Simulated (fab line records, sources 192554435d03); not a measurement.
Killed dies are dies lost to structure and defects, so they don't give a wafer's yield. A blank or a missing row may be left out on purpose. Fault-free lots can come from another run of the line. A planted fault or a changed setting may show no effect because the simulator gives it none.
The tool behind it: which one? :: flow n5Finfet :: Sampling: 8 lots, 22 wafers, 4 of 1938 route steps

== WHAT THE GAUGES SHOWED, per wafer ==
N5_BEOL_M15_INSPECT_55: inspects for defects (darkfield).
lot: L657
measured: day 12 07:22
on: defectInspect-02
rawDefectCount: 45 41 55

lot: L659
measured: day 12 20:09
on: defectInspect-02
rawDefectCount: 47 77 81

lot: L660
measured: day 13 00:16
on: defectInspect-02
rawDefectCount: 77 63 47

lot: L661
measured: day 13 04:26
on: defectInspect-01
rawDefectCount: 77 56 78

lot: L666
measured: day 14 05:47
on: defectInspect-02
rawDefectCount: 62

lot: L677
measured: day 16 20:53
on: defectInspect-02
rawDefectCount: 95 95 83

lot: L676
measured: day 17 01:13
on: defectInspect-02
rawDefectCount: 113 45 100

lot: L680
measured: day 18 08:20
on: defectInspect-02
rawDefectCount: 66 62 74

N5_BEOL_M15_RC_MEAS_101.
lot: L657
measured: day 12 07:33
on: prober-01
COMB_M10 (S/m): 1.4e-11 1.5e-11 2e-11
COMB_M11 (S/m): 1.1e-11 6e-12 1.1e-11
COMB_M11_max_site (S/m): 1.4e-11 1.1e-11 1.3e-11
COMB_M12 (S/m): 7.5e-12 4.3e-12 6.3e-12
COMB_M13 (S/m): 4.4e-12 3.1e-12 4e-12
COMB_M14 (S/m): 3.3e-12 2e-12 2.2e-12
COMB_M15 (S/m): 1.6e-12 7e-13 1.4e-12
COMB_M5 (S/m): 3.3e-11 3.3e-11 3.6e-11
COMB_M6 (S/m): 2e-11 2.5e-11 2.3e-11
COMB_M7 (S/m): 2e-11 2.1e-11 2.4e-11
COMB_M8 (S/m): 3.3e-11 2.9e-11 2.2e-11
COMB_M9 (S/m): 2.4e-11 1.5e-11 1.6e-11
SERP_M10 (ohm/um): 3.12 2.99 3.08
SERP_M10_max_site (ohm/um): 3.23 3.03 3.15
SERP_M11 (ohm/um): 3.06 3.10 3.18
SERP_M12 (ohm/um): 0.621 0.630 0.663
SERP_M13 (ohm/um): 0.316 0.317 0.316
SERP_M14 (ohm/um): 0.159 0.155 0.161
SERP_M5 (ohm/um): 39.5 40.8 40.8
SERP_M6 (ohm/um): 14.7 13.3 14.1
SERP_M7 (ohm/um): 13.8 14.3 13.6
SERP_M7_max_site (ohm/um): 13.9 14.4 14.2
SERP_M8 (ohm/um): 14.4 13.5 13.3
SERP_M8_max_site (ohm/um): 15.0 14.2 13.9
SERP_M9 (ohm/um): 3.18 3.10 3.06

lot: L659
measured: day 12 20:20
on: prober-01
COMB_M10 (S/m): 1e-11 1.2e-11 1.4e-11
COMB_M11 (S/m): 8e-12 1.4e-11 1e-11
COMB_M11_max_site (S/m): 1.3e-11 1.7e-11 1.3e-11
COMB_M12 (S/m): 5.7e-12 6.3e-12 5.9e-12
COMB_M13 (S/m): 2.9e-12 4.4e-12 3.5e-12
COMB_M14 (S/m): 2.3e-12 3.1e-12 6e-12
COMB_M15 (S/m): 1.2e-12 1.3e-12 1.3e-12
COMB_M5 (S/m): 4.2e-11 3.6e-11 3.1e-11
COMB_M6 (S/m): 2.2e-11 2.1e-11 2.3e-11
COMB_M7 (S/m): 2.5e-11 2.7e-11 2.7e-11
COMB_M8 (S/m): 2.1e-11 2.6e-11 2.5e-11
COMB_M9 (S/m): 1e-11 1.1e-11 1.7e-11
SERP_M10 (ohm/um): 3.17 3.08 3.17
SERP_M10_max_site (ohm/um): 3.29 3.11 3.31
SERP_M11 (ohm/um): 3.04 3.14 3.12
SERP_M12 (ohm/um): 0.642 0.618 0.631
SERP_M13 (ohm/um): 0.304 0.300 0.303
SERP_M14 (ohm/um): 0.158 0.158 0.166
SERP_M5 (ohm/um): 42.1 41.7 41.5
SERP_M6 (ohm/um): 13.9 13.9 14.4
SERP_M7 (ohm/um): 13.6 14.5 13.9
SERP_M7_max_site (ohm/um): 14.0 14.7 14.6
SERP_M8 (ohm/um): 13.8 13.1 14.1
SERP_M8_max_site (ohm/um): 14.4 14.6 14.5
SERP_M9 (ohm/um): 3.07 3.07 3.13

lot: L660
measured: day 13 00:35
on: prober-02
COMB_M10 (S/m): 1.8e-11 1.8e-11 1.8e-11
COMB_M11 (S/m): 1.1e-11 1.7e-11 1.3e-11
COMB_M11_max_site (S/m): 1.6e-11 2.8e-11 1.9e-11
COMB_M12 (S/m): 7.5e-12 6.7e-12 6.8e-12
COMB_M13 (S/m): 5.7e-12 5.6e-12 5.9e-12
COMB_M14 (S/m): 3.8e-12 2.8e-12 3.8e-12
COMB_M15 (S/m): 3e-12 2.9e-12 2.3e-12
COMB_M5 (S/m): 3.9e-11 3.8e-11 4e-11
COMB_M6 (S/m): 1.8e-11 1.7e-11 1.6e-11
COMB_M7 (S/m): 2.2e-11 1.7e-11 2.4e-11
COMB_M8 (S/m): 2.2e-11 2.6e-11 2.2e-11
COMB_M9 (S/m): 1.3e-11 1.1e-11 1.3e-11
SERP_M10 (ohm/um): 3.14 3.01 3.06
SERP_M10_max_site (ohm/um): 3.28 3.15 3.11
SERP_M11 (ohm/um): 2.93 3.06 2.91
SERP_M12 (ohm/um): 0.629 0.649 0.633
SERP_M13 (ohm/um): 0.316 0.309 0.309
SERP_M14 (ohm/um): 0.160 0.156 0.160
SERP_M5 (ohm/um): 40.0 41.2 40.3
SERP_M6 (ohm/um): 13.3 14.1 13.4
SERP_M7 (ohm/um): 14.2 14.0 13.5
SERP_M7_max_site (ohm/um): 14.7 14.4 14.5
SERP_M8 (ohm/um): 13.7 12.9 13.6
SERP_M8_max_site (ohm/um): 14.3 13.5 14.2
SERP_M9 (ohm/um): 3.06 3.01 2.99

lot: L661
measured: day 13 04:37
on: prober-02
COMB_M10 (S/m): 1.8e-11 2.6e-11 2.5e-11
COMB_M11 (S/m): 1.3e-11 1.5e-11 1.2e-11
COMB_M11_max_site (S/m): 1.6e-11 1.7e-11 2.1e-11
COMB_M12 (S/m): 7.7e-12 6.2e-12 4.5e-12
COMB_M13 (S/m): 6e-12 5e-12 5.1e-12
COMB_M14 (S/m): 7.4e-12 4.5e-12 5.3e-12
COMB_M15 (S/m): 1.9e-12 2.2e-12 2.4e-12
COMB_M5 (S/m): 3.5e-11 4.2e-11 4e-11
COMB_M6 (S/m): 3.3e-11 2.2e-11 2.8e-11
COMB_M7 (S/m): 2.4e-11 2.6e-11 2.9e-11
COMB_M8 (S/m): 2.5e-11 2.4e-11 2.2e-11
COMB_M9 (S/m): 1.6e-11 1.6e-11 1.2e-11
SERP_M10 (ohm/um): 3.04 2.97 2.88
SERP_M10_max_site (ohm/um): 3.20 3.17 3.12
SERP_M11 (ohm/um): 3.18 3.13 3.16
SERP_M12 (ohm/um): 0.603 0.609 0.628
SERP_M13 (ohm/um): 0.316 0.305 0.315
SERP_M14 (ohm/um): 0.159 0.156 0.153
SERP_M5 (ohm/um): 42.0 41.2 42.7
SERP_M6 (ohm/um): 13.7 13.8 13.2
SERP_M7 (ohm/um): 13.5 13.0 13.7
SERP_M7_max_site (ohm/um): 14.0 13.4 13.9
SERP_M8 (ohm/um): 14.4 13.4 13.1
SERP_M8_max_site (ohm/um): 14.8 13.8 13.6
SERP_M9 (ohm/um): 3.04 3.06 3.10

lot: L666
measured: day 14 06:26
on: prober-01
COMB_M10 (S/m): 1e-11
COMB_M11 (S/m): 9e-12
COMB_M11_max_site (S/m): 1.4e-11
COMB_M12 (S/m): 4.5e-12
COMB_M13 (S/m): 3.6e-12
COMB_M14 (S/m): 2.9e-12
COMB_M15 (S/m): 2.6e-12
COMB_M5 (S/m): 3.4e-11
COMB_M6 (S/m): 2.6e-11
COMB_M7 (S/m): 2.2e-11
COMB_M8 (S/m): 2.7e-11
COMB_M9 (S/m): 1.2e-11
SERP_M10 (ohm/um): 3.11
SERP_M10_max_site (ohm/um): 3.32
SERP_M11 (ohm/um): 3.12
SERP_M12 (ohm/um): 0.648
SERP_M13 (ohm/um): 0.308
SERP_M14 (ohm/um): 0.153
SERP_M5 (ohm/um): 36.7
SERP_M6 (ohm/um): 13.7
SERP_M7 (ohm/um): 17.8
SERP_M7_max_site (ohm/um): 18.4
SERP_M8 (ohm/um): 13.9
SERP_M8_max_site (ohm/um): 14.3
SERP_M9 (ohm/um): 3.10

lot: L677
measured: day 16 20:55
on: prober-01
COMB_M10 (S/m): 1.8e-11 3.3e-11 1.9e-11
COMB_M11 (S/m): 1.5e-11 1.5e-11 1.4e-11
COMB_M11_max_site (S/m): 2.3e-11 2e-11 1.8e-11
COMB_M12 (S/m): 4.3e-12 7e-12 5.3e-12
COMB_M13 (S/m): 5.3e-12 7.7e-12 6e-12
COMB_M14 (S/m): 3.2e-12 2.7e-12 3.6e-12
COMB_M15 (S/m): 9e-13 2.1e-12 1.8e-12
COMB_M5 (S/m): 5e-11 3.7e-11 3.3e-11
COMB_M6 (S/m): 2.3e-11 2.1e-11 3.2e-11
COMB_M7 (S/m): 2.5e-11 2.8e-11 2.2e-11
COMB_M8 (S/m): 2.7e-11 1.8e-11 1.8e-11
COMB_M9 (S/m): 1.1e-11 1e-11 1.6e-11
SERP_M10 (ohm/um): 3.18 2.98 3.14
SERP_M10_max_site (ohm/um): 3.21 3.10 3.20
SERP_M11 (ohm/um): 3.02 3.16 3.03
SERP_M12 (ohm/um): 0.617 0.617 0.607
SERP_M13 (ohm/um): 0.314 0.316 0.307
SERP_M14 (ohm/um): 0.164 0.162 0.160
SERP_M5 (ohm/um): 39.1 40.8 37.1
SERP_M6 (ohm/um): 14.5 14.0 13.6
SERP_M7 (ohm/um): 14.7 13.7 13.7
SERP_M7_max_site (ohm/um): 15.3 14.4 14.5
SERP_M8 (ohm/um): 12.7 12.9 13.3
SERP_M8_max_site (ohm/um): 13.4 13.0 13.9
SERP_M9 (ohm/um): 2.99 3.22 2.98

lot: L676
measured: day 17 01:14
on: prober-02
COMB_M10 (S/m): 1.7e-11 1.8e-11 2e-11
COMB_M11 (S/m): 2e-11 1.7e-11 1.6e-11
COMB_M11_max_site (S/m): 2.8e-11 2.2e-11 2e-11
COMB_M12 (S/m): 7.4e-12 5.7e-12 5e-12
COMB_M13 (S/m): 4.9e-12 5e-12 5.4e-12
COMB_M14 (S/m): 2.7e-12 3.1e-12 3.8e-12
COMB_M15 (S/m): 2.4e-12 2.7e-12 3.3e-12
COMB_M5 (S/m): 3.7e-11 2.4e-11 3.4e-11
COMB_M6 (S/m): 2.5e-11 2.8e-11 3.5e-11
COMB_M7 (S/m): 2.8e-11 2.2e-11 2e-11
COMB_M8 (S/m): 2.4e-11 3.2e-11 2.6e-11
COMB_M9 (S/m): 2.1e-11 1.8e-11 1.8e-11
SERP_M10 (ohm/um): 3.12 3.04 3.02
SERP_M10_max_site (ohm/um): 3.23 3.11 3.13
SERP_M11 (ohm/um): 3.08 2.98 2.90
SERP_M12 (ohm/um): 0.630 0.644 0.634
SERP_M13 (ohm/um): 0.309 0.311 0.305
SERP_M14 (ohm/um): 0.151 0.153 0.153
SERP_M5 (ohm/um): 39.6 42.3 40.0
SERP_M6 (ohm/um): 13.5 13.1 12.8
SERP_M7 (ohm/um): 12.7 13.6 14.5
SERP_M7_max_site (ohm/um): 13.3 14.1 15.1
SERP_M8 (ohm/um): 14.3 13.8 13.6
SERP_M8_max_site (ohm/um): 15.0 14.0 14.1
SERP_M9 (ohm/um): 2.97 3.15 2.96

lot: L680
measured: day 18 08:22
on: prober-01
COMB_M10 (S/m): 1.2e-11 1e-11 1e-11
COMB_M11 (S/m): 1.2e-11 1.6e-11 1.1e-11
COMB_M11_max_site (S/m): 2.5e-11 2.1e-11 1.7e-11
COMB_M12 (S/m): 4.3e-12 5.3e-12 4.6e-12
COMB_M13 (S/m): 5.3e-12 4.9e-12 5.7e-12
COMB_M14 (S/m): 2.6e-12 3.8e-12 3e-12
COMB_M15 (S/m): 1.3e-12 1.1e-12 2.1e-12
COMB_M5 (S/m): 4.3e-11 5.1e-11 4.1e-11
COMB_M6 (S/m): 2.7e-11 2.6e-11 3.9e-11
COMB_M7 (S/m): 2.1e-11 2.8e-11 2.2e-11
COMB_M8 (S/m): 1.8e-11 2.3e-11 1.9e-11
COMB_M9 (S/m): 9e-12 7e-12 9e-12
SERP_M10 (ohm/um): 3.04 2.98 2.98
SERP_M10_max_site (ohm/um): 3.09 3.03 3.07
SERP_M11 (ohm/um): 3.06 3.02 3.07
SERP_M12 (ohm/um): 0.646 0.621 0.623
SERP_M13 (ohm/um): 0.306 0.298 0.296
SERP_M14 (ohm/um): 0.160 0.159 0.160
SERP_M5 (ohm/um): 38.1 36.5 36.3
SERP_M6 (ohm/um): 14.0 14.1 13.5
SERP_M7 (ohm/um): 14.7 13.2 14.1
SERP_M7_max_site (ohm/um): 15.3 13.6 15.3
SERP_M8 (ohm/um): 14.1 13.1 13.4
SERP_M8_max_site (ohm/um): 14.3 13.6 13.9
SERP_M9 (ohm/um): 3.15 2.99 2.96

== WHICH TOOL RAN EACH LOT (tool, then ch and the chambers of the sampled wafers, then the start) ==
lot: L657
N5_BEOL_M11_PECVD_70: pecvd-03 ch 1,2, day 10 20:38
N5_BEOL_M15_CMP_49: cmp-04 ch 0,2,3, day 12 06:59

lot: L659
N5_BEOL_M11_PECVD_70: pecvd-03 ch 0,1,2, day 11 04:35
N5_BEOL_M15_CMP_49: cmp-02 ch 0,1,2, day 12 19:47

lot: L660
N5_BEOL_M11_PECVD_70: pecvd-03 ch 0,1,2, day 11 11:43
N5_BEOL_M15_CMP_49: cmp-03 ch 0,2,3, day 12 23:53

lot: L661
N5_BEOL_M11_PECVD_70: pecvd-03 ch 0,1,2, day 11 21:05
N5_BEOL_M15_CMP_49: cmp-02 ch 0,2,3, day 13 04:02

lot: L666
N5_BEOL_M11_PECVD_70: pecvd-03 ch 2, day 12 17:31
N5_BEOL_M15_CMP_49: cmp-03 ch 3, day 14 05:32

lot: L677
N5_BEOL_M11_PECVD_70: pecvd-02 ch 0,1, day 15 06:37
N5_BEOL_M15_CMP_49: cmp-03 ch 1,2, day 16 20:24

lot: L676
N5_BEOL_M11_PECVD_70: pecvd-04 ch 0,1, day 15 08:09
N5_BEOL_M15_CMP_49: cmp-04 ch 1,3, day 17 00:46

lot: L680
N5_BEOL_M11_PECVD_70: pecvd-04 ch 0,1, day 16 17:58
N5_BEOL_M15_CMP_49: cmp-03 ch 2,3, day 18 07:55
- N5_BEOL_M11_PECVD_70: deposits SiO2 from TEOS/O2, target thk 20 nm, time 22.7 s.
- N5_BEOL_M15_CMP_49: polishes, stops on SiO2, t overpolish 4.9 s, target thk 850 nm.

== WHAT THE TOOLS THEMSELVES READ (means of the sampled wafers that have a number; where no wafer has one, the mark that the record gives instead) ==
N5_BEOL_M11_PECVD_70.
lot: L657
tool: pecvd-03
heaterPowerW (W): 598
showerheadPlenumPTorr (Torr): 8.76
throttleValvePct (%): 21.5

lot: L659
tool: pecvd-03
heaterPowerW (W): 683
showerheadPlenumPTorr (Torr): 8.83
throttleValvePct (%): 22.5

lot: L660
tool: pecvd-03
heaterPowerW (W): 611
showerheadPlenumPTorr (Torr): 8.83
throttleValvePct (%): 22.5

lot: L661
tool: pecvd-03
heaterPowerW (W): 659
showerheadPlenumPTorr (Torr): 8.82
throttleValvePct (%): 22.5

lot: L666
tool: pecvd-03
heaterPowerW (W): 641
showerheadPlenumPTorr (Torr): 8.72
throttleValvePct (%): 21.7

lot: L677
tool: pecvd-02
heaterPowerW (W): 648
showerheadPlenumPTorr (Torr): 8.79
throttleValvePct (%): 23.0

lot: L676
tool: pecvd-04
heaterPowerW (W): 736
showerheadPlenumPTorr (Torr): 8.79
throttleValvePct (%): 22.0

lot: L680
tool: pecvd-04
heaterPowerW (W): 737
showerheadPlenumPTorr (Torr): 8.80
throttleValvePct (%): 22.7

N5_BEOL_M15_CMP_49.
lot: L657
tool: cmp-04
barrierFieldEndpointS (s): 11.23
motorCurrentA (A): 8.7
overpolishRunS (s): 4.894
platenRpm (rpm): 79.99
slurryFilterDpKPa (kPa): 13.43

lot: L659
tool: cmp-02
barrierFieldEndpointS (s): 11.10
motorCurrentA (A): 8.1
overpolishRunS (s): 4.901
platenRpm (rpm): 79.99
slurryFilterDpKPa (kPa): 13.48

lot: L660
tool: cmp-03
barrierFieldEndpointS (s): 11.71
motorCurrentA (A): 8.6
overpolishRunS (s): 4.900
platenRpm (rpm): 80.07
slurryFilterDpKPa (kPa): 13.61

lot: L661
tool: cmp-02
barrierFieldEndpointS (s): 11.13
motorCurrentA (A): 8.2
overpolishRunS (s): 4.907
platenRpm (rpm): 80.06
slurryFilterDpKPa (kPa): 13.42

lot: L666
tool: cmp-03
barrierFieldEndpointS (s): 11.15
motorCurrentA (A): 9.5
overpolishRunS (s): 4.888
platenRpm (rpm): 80.07
slurryFilterDpKPa (kPa): 13.64

lot: L677
tool: cmp-03
barrierFieldEndpointS (s): 11.15
motorCurrentA (A): 8.4
overpolishRunS (s): 4.892
platenRpm (rpm): 79.93
slurryFilterDpKPa (kPa): 13.66

lot: L676
tool: cmp-04
barrierFieldEndpointS (s): 11.30
motorCurrentA (A): 8.4
overpolishRunS (s): 4.905
platenRpm (rpm): 79.98
slurryFilterDpKPa (kPa): 13.41

lot: L680
tool: cmp-03
barrierFieldEndpointS (s): 11.36
motorCurrentA (A): 8.5
overpolishRunS (s): 4.899
platenRpm (rpm): 80.01
slurryFilterDpKPa (kPa): 13.42

== THE ANSWER, worked out from the rows above alone ==
Rule: the usual values come from the lots themselves. The widest of any qualifying gaps counts: lots, ordered by their means at a reading, are off when they make up no more than a third of the lots, leave a main group of 4 or more, and stand apart from it by 3 or more times the standard deviation of that group's means. If all means in a main group match to the digits the tables above print for the reading, that group is not used. Also off: a lot with no number at a reading for which 4 or more lots have one. Where the step has rows for the other lots, those lots are counted as sound. First the gauges in route order, then the tools' own readings, where a lot's mean is used as printed above. At the first step where some lot is off, the reading lying furthest off is the one used; lots without a number count as furthest.
Off: L666, seen at N5_BEOL_M15_RC_MEAS_101 (SERP_M7). The main group: mean 13.8 ohm/um, standard deviation 0.22.
A tool fits if, at a process step before that reading, it ran every lot that is off, and no sound lot after the first of them. Not tried: the gauges at N5_BEOL_M15_RC_MEAS_101; whatever is off there is also off at N5_BEOL_M15_CMP_49, on other tools, and gauge error can't account for it. One fits: N5_BEOL_M11_PECVD_70 on pecvd-03. A fault onset in the window from L661 (day 11 21:05, its last sound lot) to L666 (day 12 17:31, its first lot off) fits.

== WHAT THE SIMULATOR PUT IN ==
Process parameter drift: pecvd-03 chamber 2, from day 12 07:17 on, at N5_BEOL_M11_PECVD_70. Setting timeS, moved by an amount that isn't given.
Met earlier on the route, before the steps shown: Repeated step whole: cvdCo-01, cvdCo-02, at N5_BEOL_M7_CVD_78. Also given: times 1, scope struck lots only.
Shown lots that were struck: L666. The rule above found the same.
